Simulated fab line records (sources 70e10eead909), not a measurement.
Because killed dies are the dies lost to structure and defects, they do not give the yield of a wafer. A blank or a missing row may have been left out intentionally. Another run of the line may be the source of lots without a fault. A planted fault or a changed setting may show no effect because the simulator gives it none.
A lot that was struck, set against a sound lot	flow nandHarc	14 out of 1159 route steps
Sound: the wafers L179.1, L179.5, L179.6. Wafers struck: L193.1, L193.3, L193.6. The cause is named last.
At each step with rows: each side's tool, then ch and its chambers, then its first start. Under that, the readings that differ: sound wafers	struck wafers	difference of the means	sigmas: that difference in standard deviations of wafers without a fault.
alike: readings whose means differ by less than 2 such deviations, and words and numbers that are the same on both sides. not compared: withheld readings, readings that some wafer has no value for, bounds like >300 that may hide the same value, and numbers for which the record gives no deviation and whose values overlap.
A row with sigmas, a row that says differs or no value, or rows on one side alone: a step with any of these is where the two part. When numbers do not overlap yet have no deviation, they are printed without sigmas and do not part them. A reading missing from all wafers of one side parts the sides only when that side holds two or more wafers.

first, 6 steps without rows for these wafers: NHARC_A_STAIRCASE_SOFTBAKE_179 (time 170 s); NHARC_A_STAIRCASE_EBR_180; NHARC_A_STAIRCASE_EXPOSE_181 (exposes mask STAIR 2); NHARC_A_STAIRCASE_PEB_182 (peb time 130 s); NHARC_A_STAIRCASE_DEVELOP_183 (time 140 s); NHARC_A_STAIRCASE_HARDBAKE_185 (time 140 s).
NHARC_A_STAIRCASE_DESCUM_186: chemistry O2, time 3 s.
  sound on rieDiel-11 ch 0,1,3, day 13 03:18; struck on rieDiel-13 ch 0,1,3, day 16 15:22
  alike: drypumpMotorCurrentA, oesProductAu, rfVppV, showerheadPlenumPTorr, throttleValvePct
  not compared: rfHoursCounterH
NHARC_A_STAIRCASE_TRIM_187: chemistry O2, time 211.2 s.
  sound on rieDiel-11 ch 0,1,3, day 13 03:28; struck on rieDiel-13 ch 0,1,3, day 16 15:28
  alike: chamberPressureMTorr, drypumpMotorCurrentA, oesProductAu, rfVppV, showerheadPlenumPTorr, throttleValvePct
  not compared: rfHoursCounterH
NHARC_A_STAIRCASE_ETCH_188: etches the open film in C4F8/O2, target depth 100 nm, time 40.5 s.
  sound: rieDiel-11 ch 1,2; struck: rieDiel-13 ch 1,2
  alike: biasW, oesProductAu, rfVppV
  not compared: rfHoursCounterH
NHARC_A_STAIRCASE_TRIM_189: chemistry O2, time 211.2 s.
  sound: rieDiel-11 ch 2,3; struck: rieDiel-13 ch 1,2,3
reading	sound	struck	difference	sigmas
oesProductAu (a.u.)	0.973 0.984 0.980	0.999 0.996 1.018	+0.025	+2
  alike: chamberPressureMTorr, drypumpMotorCurrentA, rfVppV, showerheadPlenumPTorr, throttleValvePct
  not compared: rfHoursCounterH
then, 1 step without rows for these wafers: NHARC_A_STAIRCASE_ETCH_190 (etches the open film in C4F8/O2, target depth 100 nm, time 40.5 s).
NHARC_A_STAIRCASE_TRIM_191: chemistry O2, time 211.2 s.
  sound on rieDiel-11 ch 0,1, day 13 04:01; struck on rieDiel-13 ch 2,3, day 16 15:59
  no value came back on the struck wafers for any of 7 readings (biasW (W), chamberPressureMTorr (mTorr) and others); on the sound wafers biasW (W) reads 0 0 0
  not compared: rfHoursCounterH
NHARC_A_STAIRCASE_ETCH_192: etches the open film in C4F8/O2, target depth 100 nm, time 40.5 s.
  sound: rieDiel-11 ch 1,2; struck: rieDiel-13 ch 0,2
reading	sound	struck	difference	sigmas
oesProductAu (a.u.)	0.936 0.923 0.935	0.963 0.963 0.961	+0.031	+3
  alike: biasW, rfVppV
  not compared: rfHoursCounterH
-- the record jumps here: 8 days lie between the struck wafers' starts before and after (it left off in module A_STAIRCASE and takes up again in module END, whose first step shown is number 1159 of the route) --
NHARC_END_SORT_01:
  only the struck wafers appear in the record here, on prober-01 ch 0 at day 24 06:04; the sound ones have no rows

WHERE THEY PART
At NHARC_A_STAIRCASE_TRIM_189 first; at NHARC_END_SORT_01 last (within this record only).

WHY: what had been put in by the simulator
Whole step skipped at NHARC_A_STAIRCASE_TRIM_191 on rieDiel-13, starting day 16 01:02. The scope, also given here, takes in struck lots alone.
